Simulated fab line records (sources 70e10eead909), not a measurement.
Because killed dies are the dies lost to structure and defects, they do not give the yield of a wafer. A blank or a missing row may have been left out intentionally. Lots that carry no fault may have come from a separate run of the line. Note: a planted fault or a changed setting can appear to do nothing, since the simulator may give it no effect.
Chamber matching -- flow nand-harc -- rie-diel-11 running NHARC_A_STAIRCASE_TRIM_229: 4 sister chambers
The step chemistry O2, time 211.2 s. 14 wafers are shown with their chamber, then 7 later ones without.

== WAFERS, EACH WITH ITS CHAMBER ==
wafer,chamber,showerhead-plenum-p-Torr (Torr),run-length-s (s),throttle-valve-pct (%)
L606.2,2,3.29,232.6,17.033
L606.3,3,3.77,232.0,17.032
L606.6,2,3.29,232.8,17.030
L611.1,1,3.48,231.7,17.034
L611.4,3,3.76,232.0,17.041
L611.6,1,3.48,231.5,17.050
L615.1,3,3.75,231.9,17.039
L615.2,2,3.27,232.6,17.030
L615.3,1,3.47,231.8,17.040
L616.4,3,3.75,232.1,17.037
L616.5,3,3.75,231.8,17.036
L616.6,2,3.27,232.3,17.028
L617.1,0,3.52,233.0,17.064
L617.2,3,3.75,232.0,17.036

SIGNATURES (means of the wafers above)
reading,chamber 0,chamber 1,chamber 2,chamber 3,scatter within a chamber
showerhead-plenum-p-Torr,3.5200,3.4767,3.2800,3.7550,0.00904
run-length-s,233.000,231.667,232.575,231.967,0.151
throttle-valve-pct,17.06400,17.04133,17.03025,17.03683,0.00436
Rule: distance of a wafer from a chamber = root of the sum over the readings of ((wafer's reading minus chamber's mean) / reading's scatter) squared. The wafer belongs to the nearest chamber; if the next one is less than 2 further off, it can't be placed. The scatter: take each reading less its chamber's mean, square it, sum over the shown wafers, divide by the number of wafers less the number of chambers, and take the root.

== WAFERS WITHOUT THEIR CHAMBER ==
wafer,showerhead-plenum-p-Torr (Torr),run-length-s (s),throttle-valve-pct (%)
L617.4,3.46,232.0,17.035
L618.3,3.75,231.8,17.034
L618.4,3.46,231.7,17.028
L618.5,3.27,232.3,17.042
L619.4,3.52,233.1,17.055
L619.5,3.75,232.5,17.048
L619.6,3.27,232.7,17.041

== WHICH CHAMBER EACH WENT THROUGH ==
wafer,from the rows above,in truth
L617.4,1,1
L618.3,3,3
L618.4,1,1
L618.5,2,2
L619.4,0,0
L619.5,3,3
L619.6,2,2
Placed correctly: 7 of 7. Can't be placed from these rows: 0. Wrongly placed: 0.
